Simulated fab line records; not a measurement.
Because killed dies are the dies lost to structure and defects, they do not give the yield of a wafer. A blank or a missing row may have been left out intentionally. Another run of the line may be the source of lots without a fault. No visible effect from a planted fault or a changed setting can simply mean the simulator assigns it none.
Chamber matching -- flow n5-finfet -- pecvd-02 running N5_BEOL_M8_ILD_DEP_00: 3 sister chambers
The step deposits SiCOH lowk from DEMS/porogen, target thk 179.75 nm, time 33.4 s. 6 wafers are shown with their chamber, then 7 later ones without.

## WAFERS WITH THEIR CHAMBER
wafer,chamber,throttle-valve-pct (%),showerhead-plenum-p-Torr (Torr)
L209.6,0,12.7,5.708
L210.4,2,12.8,5.750
L213.1,2,13.0,5.745
L214.1,1,14.8,5.730
L214.3,0,12.9,5.719
L214.4,1,14.8,5.733

## WAFERS WITH NO CHAMBER GIVEN
wafer,throttle-valve-pct (%),showerhead-plenum-p-Torr (Torr)
L222.1,14.9,5.755
L222.3,12.9,5.711
L222.4,14.5,5.731
L226.3,14.6,5.737
L226.6,12.9,5.738
L228.1,14.8,5.742
L228.6,14.8,5.737

## THE CHAMBER EACH PASSED THROUGH
wafer,from the rows above,in truth
L222.1,1,1
L222.3,0,0
L222.4,1,1
L226.3,1,1
L226.6,2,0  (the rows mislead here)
L228.1,1,1
L228.6,1,1
Correct placement for 6 of the 7. Can't be placed from these rows: 0. Placed wrongly: 1.
How it was worked out, from the rows above alone: a wafer's distance from a chamber is the root of the sum, over the readings, of the square of ((its reading less the chamber's mean) divided by the reading's scatter). If the next closest chamber is less than 2 further off than the closest, the wafer can't be placed; otherwise it belongs to the closest. The mean given for a chamber averages the wafers shown for that chamber. The scatter: take each reading less its chamber's mean, square it, sum over the shown wafers, divide by the number of wafers less the number of chambers, and take the root.
